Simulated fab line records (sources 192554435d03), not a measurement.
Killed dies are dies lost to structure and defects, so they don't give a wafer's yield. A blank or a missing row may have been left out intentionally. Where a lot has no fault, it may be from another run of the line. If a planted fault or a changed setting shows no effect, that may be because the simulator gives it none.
fab line records    flow n5-finfet
record: lots: 24  wafers: 72  last-day: 20
route steps=1938 shown BEOL_M2@882
lots untouched by any fault: they come from a run of this same line in which no faults occurred
start-h: hours from the record's opening day to when the first of the lot's shown wafers began    wait-h: hours elapsed since this lot's preceding step    " identical to the entry in the row above    L1.1+2: one row covering several wafers at once    - value missing, or start not given    * or withheld: withheld    < > ~ a bound
route shown NAME@n: a module of which the file shows steps, and the number in the route of the first    usual: mean/standard deviation of fault-free wafers    same: alike in all rows    chamber/n: place in a boat    sites: readings site by site    _std_site: standard deviation across them    _edge_site: the outer-site mean with the inner-site mean subtracted    radius-mm: for every site, how far away it sits from the centre of the wafer    mask NAME#n: copy n    behind: the tool/chamber that last shaped the wafer    hold: cause of the lot's hold/its duration in hours/its outcome    device: transistor that didn't switch, given as n, p or np    end of line: tests run on the same wafers once the route is complete    where a step has no rows: the recipe by itself    killed: dies lost to structure and defects at the first sort, not the wafer's yield    map: the dies of a wafer, with x for killed, . for not killed, _ for no die there
set.NAME: setting as actually run; set.NAME@STEP: the setting as run at that earlier step    model.NAME: the simulator's own value behind a step, which no gauge read
the route's steps for a sample of lots (tables are steps, rows are wafers)
services: when a tool's chamber went out of use (start-h, in hours from the record's first day, below 0 if earlier), for how many hours, and the reason
== steps ==
step: N5_BEOL_M2_ALD_98
recipe: material: SiO2  target-thk-a: 25  temp-c: 100  ald-precursor-family: BDEAS  ald-co-reactant: O2-plasma  pulse-time-s: 1  co-reactant-pulse-time-s: 1  purge-time-s: 2  co-reactant-purge-time-s: 2  ald-cycles: 17  pressure-torr: 2
usual: heater-power-w: 78/9  precursor-pulse-height-rel: 1.001/0.023
same: co-reactant-pulse-time-s: 1  pulse-time-s: 1
lot.wafer  tool        chamber  start-h  wait-h  heater-power-w  precursor-pulse-height-rel
L074.1     ald-sin-02  1        141.24   0.1     81              1.008
L074.3     "           3        "        "       78              0.991
L074.5     "           0        "        "       76              1.014
L075.2     ald-sin-02  1        148.15   0.1     80              0.975
L075.3     "           2        "        "       99              0.984
L075.6     "           0        "        "       79              0.954
L077.2     ald-sin-02  0        148.25   0.1     79              0.996
L077.5     "           3        "        "       74              0.969
L077.6     "           2        "        "       98              0.988
L076.1     ald-sin-03  2        152.46   0.2     75              0.986
L076.2     "           0        "        "       68              1.002
L076.4     "           3        "        "       70              1.021
L078.1     ald-sin-02  2        160.60   0.1     102             0.972
L078.4     "           0        "        "       78              0.992
L078.6     "           2        "        "       99              0.998
L079.1     ald-sin-01  0        162.21   0.1     71              1.007
L079.3     "           2        "        "       68              0.974
L079.5     "           3        "        "       79              0.969
L081.2     ald-sin-02  1        183.36   0.3     78              0.958
L081.5     "           2        "        "       102             0.979
L081.6     "           1        "        "       79              0.970
L080.1     ald-sin-02  2        183.45   0.2     100             1.060
L080.3     "           0        "        "       80              1.012
L080.5     "           1        "        "       80              1.030
L082.2     ald-sin-03  3        193.91   0.1     69              1.035
L082.3     "           0        "        "       66              0.996
L082.5     "           3        "        "       70              0.997
L083.3     ald-sin-02  2        194.08   0.1     99              1.007
L083.4     "           1        "        "       79              1.002
L083.5     "           2        "        "       103             1.023
L084.2     ald-sin-03  2        194.14   0.1     72              1.007
L084.4     "           1        "        "       77              1.039
L084.5     "           3        "        "       72              0.998
L085.2     ald-sin-01  1        199.06   0.1     83              1.002
L085.3     "           3        "        "       78              1.008
L085.4     "           0        "        "       70              0.995
L086.2     ald-sin-01  1        208.59   0.1     84              1.036
L086.3     "           2        "        "       69              1.015
L086.4     "           3        "        "       79              1.015
L088.1     ald-sin-01  1        220.43   0.1     82              0.995
L088.2     "           2        "        "       70              1.046
L088.4     "           3        "        "       78              1.015
L087.1     ald-sin-01  1        221.03   0.1     87              1.021
L087.4     "           0        "        "       74              1.011
L087.6     "           3        "        "       78              1.003
L089.2     ald-sin-01  2        238.82   0.1     69              0.991
L089.3     "           3        "        "       78              1.011
L089.5     "           0        "        "       71              1.024
L090.2     ald-sin-01  1        253.65   0.1     85              1.000
L090.3     "           0        "        "       71              1.045
L090.6     "           0        "        "       70              0.996
L092.1     ald-sin-03  2        263.18   0.9     75              0.975
L092.2     "           0        "        "       65              0.993
L092.6     "           3        "        "       71              0.989
L094.1     ald-sin-01  0        275.23   0.1     72              1.018
L094.2     "           2        "        "       67              0.972
L094.3     "           1        "        "       85              1.037
L093.3     ald-sin-02  0        278.17   1.3     78              1.011
L093.4     "           3        "        "       76              0.979
L093.5     "           0        "        "       78              0.973
L091.1     ald-sin-01  3        284.34   0.1     79              1.016
L091.3     "           1        "        "       85              1.016
L091.6     "           1        "        "       84              1.030
L095.4     ald-sin-03  2        285.44   0.1     74              0.988
L095.5     "           1        "        "       79              1.024
L095.6     "           0        "        "       67              1.005
L096.2     ald-sin-02  3        287.52   0.1     77              0.999
L096.3     "           1        "        "       79              1.010
L096.6     "           1        "        "       80              1.002
L097.1     ald-sin-01  3        292.16   0.1     78              1.006
L097.2     "           1        "        "       84              1.012
L097.5     "           0        "        "       72              1.001
step: N5_BEOL_M2_ANNEAL_87
recipe: temp-c: 400  time-s: 240  ambient: vacuum
usual: heater-power-w: 880/96
lot.wafer  tool            chamber  start-h  wait-h  heater-power-w
L074.1     pvd-sputter-01  -        151.71   0.0     802
L074.3     "               -        "        "       831
L074.5     "               -        "        "       873
L075.2     pvd-sputter-03  -        157.40   0.0     751
L075.3     "               -        "        "       1036
L075.6     "               -        "        "       828
L077.2     pvd-sputter-01  -        157.68   0.0     1008
L077.5     "               -        "        "       792
L077.6     "               -        "        "       1000
L076.1     pvd-sputter-02  -        161.94   0.0     958
L076.2     "               -        "        "       919
L076.4     "               -        "        "       918
L078.1     pvd-sputter-03  -        167.20   0.0     789
L078.4     "               -        "        "       1025
L078.6     "               -        "        "       1041
L079.1     pvd-sputter-01  -        167.45   0.0     778
L079.3     "               -        "        "       987
L079.5     "               -        "        "       758
L081.2     pvd-sputter-01  -        189.10   0.0     989
L081.5     "               -        "        "       805
L081.6     "               -        "        "       781
L080.1     pvd-sputter-01  -        190.98   0.0     828
L080.3     "               -        "        "       962
L080.5     "               -        "        "       1007
L082.2     pvd-sputter-02  -        198.96   0.0     905
L082.3     "               -        "        "       956
L082.5     "               -        "        "       907
L083.3     pvd-sputter-03  -        206.61   0.0     1047
L083.4     "               -        "        "       790
L083.5     "               -        "        "       773
L084.2     pvd-sputter-03  -        208.89   0.0     1018
L084.4     "               -        "        "       795
L084.5     "               -        "        "       844
L085.2     pvd-sputter-02  -        213.46   0.0     917
L085.3     "               -        "        "       1036
L085.4     "               -        "        "       976
L086.2     pvd-sputter-02  -        220.52   0.0     916
L086.3     "               -        "        "       972
L086.4     "               -        "        "       911
L087.1     pvd-sputter-03  -        226.87   0.0     816
L087.4     "               -        "        "       788
L087.6     "               -        "        "       762
L088.1     pvd-sputter-01  -        230.33   0.0     787
L088.2     "               -        "        "       1001
L088.4     "               -        "        "       798
L089.2     pvd-sputter-03  -        249.10   0.0     1051
L089.3     "               -        "        "       819
L089.5     "               -        "        "       759
L090.2     pvd-sputter-01  -        259.89   0.0     859
L090.3     "               -        "        "       806
L090.6     "               -        "        "       791
L093.3     pvd-sputter-03  -        285.28   0.0     1007
L093.4     "               -        "        "       827
L093.5     "               -        "        "       834
L092.1     pvd-sputter-02  -        285.49   0.0     909
L092.2     "               -        "        "       947
L092.6     "               -        "        "       1025
L094.1     pvd-sputter-01  -        289.99   0.0     791
L094.2     "               -        "        "       753
L094.3     "               -        "        "       876
L091.1     pvd-sputter-02  -        296.37   0.0     1008
L091.3     "               -        "        "       913
L091.6     "               -        "        "       972
L095.4     pvd-sputter-02  -        302.64   0.0     931
L095.5     "               -        "        "       915
L095.6     "               -        "        "       970
L097.1     pvd-sputter-03  -        307.18   0.0     1013
L097.2     "               -        "        "       782
L097.5     "               -        "        "       830
L096.2     pvd-sputter-02  -        311.60   0.0     954
L096.3     "               -        "        "       959
L096.6     "               -        "        "       982
step: N5_BEOL_M2_SPUTTER_88
recipe: material: Cu  target-thk-a: 45  temp-c: -20  chamber-pressure-pa: 0.07  power-w: withheld  time-s: 8.29
usual: chuck-sensor-temp-C: -16.1/0.65  throttle-valve-pct: 29.9/1.2
lot.wafer  tool            chamber  start-h  wait-h  chuck-sensor-temp-C  throttle-valve-pct
L074.1     pvd-sputter-01  -        151.85   0.1     -16.2                28.1
L074.3     "               -        "        "       -17.6                30.2
L074.5     "               -        "        "       -17.5                30.5
L075.2     pvd-sputter-03  -        157.54   0.1     -16.2                29.3
L075.3     "               -        "        "       -17.5                31.1
L075.6     "               -        "        "       -15.3                31.8
L077.2     pvd-sputter-01  -        157.82   0.1     -15.7                30.1
L077.5     "               -        "        "       -16.2                28.3
L077.6     "               -        "        "       -15.7                30.0
L076.1     pvd-sputter-02  -        162.08   0.1     -16.1                28.8
L076.2     "               -        "        "       -15.5                31.1
L076.4     "               -        "        "       -15.5                31.0
L078.1     pvd-sputter-03  -        167.34   0.1     -16.4                28.9
L078.4     "               -        "        "       -17.5                31.2
L078.6     "               -        "        "       -17.5                31.0
L079.1     pvd-sputter-01  -        167.59   0.1     -16.3                28.3
L079.3     "               -        "        "       -15.7                30.1
L079.5     "               -        "        "       -15.9                28.9
L081.2     pvd-sputter-01  -        189.24   0.1     -15.8                29.8
L081.5     "               -        "        "       -16.3                28.4
L081.6     "               -        "        "       -15.9                28.8
L080.1     pvd-sputter-01  -        191.12   0.1     -16.2                28.2
L080.3     "               -        "        "       -15.8                30.0
L080.5     "               -        "        "       -15.9                29.8
L082.2     pvd-sputter-02  -        199.10   0.1     -15.4                31.3
L082.3     "               -        "        "       -15.9                28.4
L082.5     "               -        "        "       -15.9                30.4
L083.3     pvd-sputter-03  -        206.75   0.1     -17.5                31.1
L083.4     "               -        "        "       -16.4                28.9
L083.5     "               -        "        "       -16.2                29.4
L084.2     pvd-sputter-03  -        209.03   0.1     -17.6                31.4
L084.4     "               -        "        "       -16.4                29.0
L084.5     "               -        "        "       -15.3                32.1
L085.2     pvd-sputter-02  -        213.60   0.1     -15.4                31.3
L085.3     "               -        "        "       -15.8                30.1
L085.4     "               -        "        "       -15.9                28.6
L086.2     pvd-sputter-02  -        220.66   0.1     -16.1                30.2
L086.3     "               -        "        "       -16.1                28.3
L086.4     "               -        "        "       -15.4                31.2
L087.1     pvd-sputter-03  -        227.03   0.1     -15.3                32.3
L087.4     "               -        "        "       -16.3                29.2
L087.6     "               -        "        "       -15.9                29.2
L088.1     pvd-sputter-01  -        230.47   0.1     -16.0                29.0
L088.2     "               -        "        "       -15.9                30.2
L088.4     "               -        "        "       -16.4                28.2
L089.2     pvd-sputter-03  -        249.24   0.1     -17.4                31.2
L089.3     "               -        "        "       -15.3                32.2
L089.5     "               -        "        "       -15.9                29.3
L090.2     pvd-sputter-01  -        260.03   0.1     -17.6                30.4
L090.3     "               -        "        "       -16.1                28.2
L090.6     "               -        "        "       -16.3                28.5
L093.3     pvd-sputter-03  -        285.42   0.1     -17.6                31.2
L093.4     "               -        "        "       -15.3                32.3
L093.5     "               -        "        "       -15.3                32.3
L092.1     pvd-sputter-02  -        285.63   0.1     -15.9                30.3
L092.2     "               -        "        "       -16.0                28.5
L092.6     "               -        "        "       -15.7                29.9
L094.1     pvd-sputter-01  -        290.13   0.1     -16.2                28.3
L094.2     "               -        "        "       -16.1                29.0
L094.3     "               -        "        "       -17.5                30.6
L091.1     pvd-sputter-02  -        296.51   0.1     -15.8                30.1
L091.3     "               -        "        "       -15.5                31.2
L091.6     "               -        "        "       -16.0                28.3
L095.4     pvd-sputter-02  -        302.78   0.1     -15.8                30.1
L095.5     "               -        "        "       -15.8                30.3
L095.6     "               -        "        "       -16.1                28.7
L097.1     pvd-sputter-03  -        307.32   0.1     -17.5                31.5
L097.2     "               -        "        "       -16.3                28.6
L097.5     "               -        "        "       -15.3                32.4
L096.2     pvd-sputter-02  -        311.74   0.1     -16.1                30.1
L096.3     "               -        "        "       -16.1                28.4
L096.6     "               -        "        "       -16.1                28.4
step: N5_BEOL_M2_CMP_52
recipe: stop-on: SiOC  t-overpolish-s: 6.8  down-force-psi: 1  platen-rpm: 50  clearing-platen-down-force-psi: 1.5  clearing-platen-rpm: 50  post-cmp-clean: cu-alkaline  target-thk-nm: 40  clearing-platen-pad-velocity-m-s: 0.99484  pad-velocity-m-s: 0.99484
usual: barrier-field-endpoint-s: 24.7/0.53  motor-current-A: 5.7/0.73  overpolish-run-s: 6.800/0.0087  pad-life-wafers: 1076/550  platen-rpm: 50.002/0.028  slurry-filter-dp-kPa: 13.49/0.13  time-to-endpoint-s: 63.6/2.5
lot.wafer  tool    chamber  start-h  wait-h  barrier-field-endpoint-s  motor-current-A  overpolish-run-s  pad-life-wafers  platen-rpm  slurry-filter-dp-kPa  time-to-endpoint-s
L074.3     cmp-02  0        153.22   0.2     24.9                      5.3              6.797             300              50.020      13.26                 66.4
L074.1     "       1        "        "       25.4                      6.4              6.820             301              50.047      13.34                 69.1
L074.5     "       1        "        "       25.7                      6.5              6.791             -                50.016      13.51                 64.3
L075.3     cmp-01  2        158.91   0.2     24.4                      5.3              6.804             858              50.029      13.52                 63.5
L075.2     "       3        "        "       24.9                      4.9              6.805             859              49.978      13.43                 66.9
L075.6     "       2        "        "       25.9                      5.5              6.797             -                49.978      13.44                 66.0
L077.2     cmp-02  1        159.31   0.3     24.9                      6.8              6.808             357              50.041      13.47                 65.8
L077.6     "       2        "        "       24.7                      5.7              6.789             -                49.967      13.75                 68.1
L077.5     "       3        "        "       24.8                      5.3              6.801             -                49.966      13.47                 65.7
L076.1     cmp-01  2        163.46   0.3     25.5                      5.2              6.802             900              50.010      13.68                 65.0
L076.2     "       0        "        "       24.5                      4.7              6.818             902              50.006      13.54                 64.6
L076.4     "       1        "        "       25.3                      6.5              6.797             903              49.989      13.61                 65.0
L078.4     cmp-03  1        168.72   0.1     24.1                      5.7              6.807             1560             50.038      13.34                 59.4
L078.1     "       0        "        "       24.4                      4.9              6.793             1563             49.981      13.60                 60.3
L078.6     "       2        "        "       25.3                      7.1              6.800             -                49.971      13.54                 65.0
L079.3     cmp-01  1        169.06   0.2     24.9                      6.4              6.797             950              49.993      13.43                 63.1
L079.1     "       2        "        "       24.5                      5.7              6.802             951              49.999      13.40                 59.7
L079.5     "       3        "        "       25.0                      4.7              6.807             -                50.025      13.55                 64.4
L081.2     cmp-03  2        190.62   0.2     24.8                      7.2              6.805             1716             50.008      13.53                 65.1
L081.5     "       2        "        "       24.6                      7.2              6.804             -                49.989      13.42                 63.0
L081.6     "       3        "        "       24.2                      5.9              6.822             -                49.973      13.46                 58.3
L080.1     cmp-01  2        192.52   0.3     24.1                      5.4              6.784             1146             49.978      13.57                 60.6
L080.3     "       0        "        "       23.9                      4.8              6.793             1148             50.022      13.70                 61.6
L080.5     "       3        "        "       24.7                      4.6              6.812             -                50.025      13.53                 63.4
L082.3     cmp-01  0        200.52   0.2     24.4                      4.9              6.786             1183             49.964      13.66                 63.6
L082.2     "       1        "        "       23.8                      6.2              6.783             1184             49.985      13.57                 65.1
L082.5     "       3        "        "       23.7                      4.7              6.807             -                50.044      13.45                 59.6
L083.4     cmp-03  3        208.88   0.1     24.0                      5.9              6.796             1824             49.966      13.55                 61.0
L083.3     "       1        "        "       24.0                      6.2              6.806             1826             50.018      13.45                 62.1
L083.5     "       0        "        "       24.1                      4.9              6.798             -                50.011      13.82                 59.6
L084.4     cmp-03  2        210.48   0.2     25.6                      7.1              6.795             1838             50.003      13.16                 65.0
L084.2     "       3        "        "       24.6                      5.7              6.790             1839             49.987      13.58                 59.6
L084.5     "       1        "        "       25.2                      5.8              6.811             -                49.971      13.30                 61.9
L085.4     cmp-02  3        214.97   0.1     25.3                      5.2              6.814             744              50.004      13.28                 65.9
L085.2     "       0        "        "       24.6                      5.6              6.800             745              50.004      13.35                 63.9
L085.3     "       1        "        "       24.9                      6.4              6.809             746              50.103      13.49                 64.2
L086.4     cmp-01  1        222.04   0.1     24.7                      6.2              6.817             1374             49.972      13.72                 63.0
L086.3     "       2        "        "       23.8                      5.8              6.796             1375             49.977      13.35                 60.0
L086.2     "       0        "        "       24.3                      5.0              6.797             1377             49.992      13.50                 61.4
L087.1     cmp-02  0        228.77   0.3     24.7                      5.4              6.784             864              49.998      13.41                 63.7
L087.4     "       3        "        "       25.1                      5.4              6.806             867              50.016      13.30                 65.9
L087.6     "       1        "        "       24.9                      6.3              6.810             -                49.956      13.40                 64.9
L088.1     cmp-01  0        231.86   0.3     24.6                      5.0              6.803             1470             50.013      13.47                 60.6
L088.4     "       2        "        "       24.6                      5.4              6.792             1472             49.943      13.37                 64.0
L088.2     "       3        "        "       24.1                      4.7              6.798             1473             50.019      13.50                 64.2
L089.2     cmp-02  0        250.68   0.3     24.3                      5.6              6.788             1068             50.019      13.43                 62.5
L089.3     "       1        "        "       24.5                      6.8              6.788             1069             49.998      13.64                 64.1
L089.5     "       0        "        "       24.4                      5.4              6.801             -                49.990      13.74                 62.3
L090.2     cmp-02  1        261.51   0.3     25.3                      6.7              6.799             1177             50.018      13.61                 67.1
L090.3     "       2        "        "       24.6                      6.0              6.801             1178             50.051      13.35                 66.9
L090.6     "       1        "        "       24.9                      6.3              6.811             -                50.013      13.28                 67.2
L093.4     cmp-03  3        286.87   0.2     24.0                      6.0              6.799             224              50.018      13.60                 63.7
L093.3     "       0        "        "       24.2                      4.9              6.805             225              49.978      13.54                 62.6
L093.5     "       2        "        "       25.0                      7.0              6.813             -                50.015      13.28                 65.1
L092.1     cmp-01  2        287.00   0.3     23.8                      5.5              6.797             1836             49.960      13.55                 57.5
L092.2     "       0        "        "       24.3                      5.0              6.803             1838             49.993      13.36                 61.7
L092.6     "       2        "        "       24.2                      5.5              6.788             -                49.998      13.37                 62.0
L094.1     cmp-03  3        291.50   0.3     24.6                      5.6              6.801             252              50.027      13.47                 64.2
L094.3     "       0        "        "       23.8                      5.2              6.817             253              50.009      13.74                 60.8
L094.2     "       1        "        "       24.1                      5.8              6.788             254              50.006      13.42                 63.8
L091.3     cmp-03  1        297.88   0.2     25.1                      5.6              6.808             312              50.016      13.57                 66.1
L091.1     "       2        "        "       24.8                      7.3              6.798             313              50.013      13.55                 66.1
L091.6     "       1        "        "       24.4                      5.6              6.795             -                49.995      13.45                 60.2
L095.4     cmp-01  2        304.19   0.2     24.7                      5.3              6.800             1987             50.006      13.31                 62.3
L095.5     "       1        "        "       25.5                      6.7              6.798             -                49.996      13.35                 66.4
L095.6     "       2        "        "       25.2                      5.5              6.797             -                49.954      13.47                 65.8
L097.2     cmp-03  0        308.73   0.2     24.5                      4.8              6.788             421              49.979      13.53                 62.9
L097.1     "       1        "        "       24.7                      5.8              6.781             422              50.034      13.73                 63.8
L097.5     "       0        "        "       24.7                      4.9              6.787             -                49.967      13.50                 58.6
L096.2     cmp-02  2        313.11   0.2     24.7                      5.7              6.801             1440             50.043      13.38                 65.9
L096.3     "       0        "        "       23.8                      5.8              6.783             1442             49.985      13.63                 60.1
L096.6     "       2        "        "       24.0                      5.8              6.812             -                49.956      13.53                 63.8
step: N5_BEOL_M2_PRE_CLEAN_60
recipe: gas: NH3/H2  time-s: 15  temp-c: *  rf-power-w: 300
usual: heater-power-w: 78/39
lot.wafer  tool       chamber  start-h  wait-h  heater-power-w
L074.1     cvd-co-01  1        153.55   0.0     39
L074.3     "          2        "        "       50
L074.5     "          2        "        "       50
L075.2     cvd-co-01  0        159.24   0.0     142
L075.3     "          1        "        "       39
L075.6     "          2        "        "       50
L077.2     cvd-co-01  2        159.53   0.0     51
L077.5     "          1        "        "       39
L077.6     "          2        "        "       50
L076.1     cvd-co-01  1        163.79   0.0     39
L076.2     "          2        "        "       49
L076.4     "          1        "        "       40
L078.1     cvd-co-02  1        169.05   0.0     105
L078.4     "          1        "        "       106
L078.6     "          0        "        "       72
L079.1     cvd-co-02  2        169.32   0.0     61
L079.3     "          1        "        "       107
L079.5     "          0        "        "       69
L081.2     cvd-co-01  0        190.95   0.0     142
L081.5     "          0        "        "       144
L081.6     "          2        "        "       51
L080.1     cvd-co-02  0        192.85   0.0     72
L080.3     "          2        "        "       63
L080.5     "          0        "        "       71
L082.2     cvd-co-01  1        200.81   0.0     40
L082.3     "          0        "        "       143
L082.5     "          1        "        "       40
L083.3     cvd-co-01  2        209.22   0.0     51
L083.4     "          2        "        "       50
L083.5     "          0        "        "       149
L084.2     cvd-co-01  2        210.73   0.0     51
L084.4     "          1        "        "       40
L084.5     "          2        "        "       52
L085.2     cvd-co-01  1        215.30   0.0     40
L085.3     "          0        "        "       142
L085.4     "          1        "        "       39
L086.2     cvd-co-01  0        222.38   0.0     146
L086.3     "          2        "        "       53
L086.4     "          2        "        "       51
L087.1     cvd-co-01  1        229.10   0.0     39
L087.4     "          2        "        "       51
L087.6     "          1        "        "       40
L088.1     cvd-co-02  2        232.19   0.0     61
L088.2     "          1        "        "       108
L088.4     "          0        "        "       72
L089.2     cvd-co-01  2        251.01   0.0     52
L089.3     "          0        "        "       144
L089.5     "          2        "        "       50
L090.2     cvd-co-01  1        261.81   0.0     40
L090.3     "          2        "        "       51
L090.6     "          2        "        "       51
L093.3     cvd-co-02  1        287.13   0.0     107
L093.4     "          2        "        "       63
L093.5     "          1        "        "       108
L092.1     cvd-co-01  0        287.34   0.0     144
L092.2     "          1        "        "       41
L092.6     "          1        "        "       40
L094.1     cvd-co-02  1        291.83   0.0     110
L094.2     "          0        "        "       72
L094.3     "          2        "        "       63
L091.1     cvd-co-01  2        298.22   0.0     52
L091.3     "          0        "        "       146
L091.6     "          0        "        "       147
L095.4     cvd-co-01  1        304.50   0.1     40
L095.5     "          2        "        "       53
L095.6     "          0        "        "       140
L097.1     cvd-co-02  2        309.11   0.1     64
L097.2     "          1        "        "       106
L097.5     "          0        "        "       73
L096.2     cvd-co-02  0        313.44   0.0     70
L096.3     "          2        "        "       62
L096.6     "          1        "        "       110
step: N5_BEOL_M2_INSPECT_59
recipe: inspect-instrument: darkfield  mode: post-dep
usual: raw-defect-count: 68/20
lot.wafer  tool               chamber  start-h  wait-h  raw-defect-count
L074.1     defect-inspect-02  -        153.81   0.0     32
L074.3     "                  -        "        "       35
L074.5     "                  -        "        "       35
L075.2     defect-inspect-01  -        159.49   0.0     68
L075.3     "                  -        "        "       75
L075.6     "                  -        "        "       49
L077.2     defect-inspect-01  -        159.78   0.0     75
L077.5     "                  -        "        "       47
L077.6     "                  -        "        "       62
L076.1     defect-inspect-02  -        164.09   0.0     79
L076.2     "                  -        "        "       42
L076.4     "                  -        "        "       60
L078.1     defect-inspect-02  -        169.30   0.0     108
L078.4     "                  -        "        "       99
L078.6     "                  -        "        "       94
L079.1     defect-inspect-02  -        169.60   0.0     87
L079.3     "                  -        "        "       63
L079.5     "                  -        "        "       40
L081.2     defect-inspect-02  -        191.20   0.0     84
L081.5     "                  -        "        "       66
L081.6     "                  -        "        "       46
L080.1     defect-inspect-02  -        193.10   0.0     84
L080.3     "                  -        "        "       61
L080.5     "                  -        "        "       74
L082.2     defect-inspect-02  -        201.06   0.0     75
L082.3     "                  -        "        "       70
L082.5     "                  -        "        "       93
L083.3     defect-inspect-01  -        209.47   0.0     95
L083.4     "                  -        "        "       86
L083.5     "                  -        "        "       81
L084.2     defect-inspect-01  -        211.01   0.0     74
L084.4     "                  -        "        "       97
L084.5     "                  -        "        "       87
L085.2     defect-inspect-02  -        215.58   0.0     51
L085.3     "                  -        "        "       61
L085.4     "                  -        "        "       68
L086.2     defect-inspect-02  -        222.64   0.0     83
L086.3     "                  -        "        "       126
L086.4     "                  -        "        "       66
L087.1     defect-inspect-02  -        229.35   0.0     45
L087.4     "                  -        "        "       46
L087.6     "                  -        "        "       50
L088.1     defect-inspect-01  -        232.47   0.0     114
L088.2     "                  -        "        "       54
L088.4     "                  -        "        "       54
L089.2     defect-inspect-01  -        251.26   0.0     68
L089.3     "                  -        "        "       60
L089.5     "                  -        "        "       52
L090.2     defect-inspect-01  -        262.06   0.0     48
L090.3     "                  -        "        "       47
L090.6     "                  -        "        "       66
L093.3     defect-inspect-01  -        287.38   0.0     57
L093.4     "                  -        "        "       67
L093.5     "                  -        "        "       59
L092.1     defect-inspect-01  -        287.58   0.0     34
L092.2     "                  -        "        "       37
L092.6     "                  -        "        "       54
L094.1     defect-inspect-02  -        292.08   0.0     71
L094.2     "                  -        "        "       56
L094.3     "                  -        "        "       61
L091.1     defect-inspect-02  -        298.46   0.0     65
L091.3     "                  -        "        "       50
L091.6     "                  -        "        "       83
L095.4     defect-inspect-01  -        304.73   0.0     88
L095.5     "                  -        "        "       60
L095.6     "                  -        "        "       63
L097.1     defect-inspect-02  -        309.36   0.0     62
L097.2     "                  -        "        "       49
L097.5     "                  -        "        "       40
L096.2     defect-inspect-01  -        313.69   0.0     110
L096.3     "                  -        "        "       84
L096.6     "                  -        "        "       86
== services ==
tool            chamber  start-h  hours  kind
ald-sin-02      1        121.26   3.1    repair
cvd-co-02       1        125.87   8.3    repair
cvd-co-01       -        139.68   13.0   repair
cmp-01          -        141.80   2.4    repair
ald-sin-02      1        154.93   13.9   repair
cvd-co-01       0        162.33   9.3    repair
cmp-03          -        162.99   4.0    pm
ald-sin-02      3        182.80   13.9   repair
cvd-co-02       -        183.14   0.6    repair
cmp-03          -        188.84   1.4    repair
cmp-02          -        192.28   1.1    repair
ald-sin-01      -        211.62   0.5    repair
cvd-co-01       -        218.09   2.8    repair
ald-sin-02      0        225.75   11.5   repair
cvd-co-01       -        232.07   6.9    pm
cmp-01          -        244.45   9.3    pm
cmp-03          -        254.32   4.0    pm
cmp-02          -        255.89   0.6    repair
cmp-01          -        262.96   1.1    repair
pvd-sputter-02  -        265.13   12.8   repair
ald-sin-02      0        272.17   3.8    repair
cmp-02          -        275.61   1.5    repair
ald-sin-02      1        298.49   19.7   repair
ald-sin-01      2        302.50   9.0    repair
== key ==
fault none
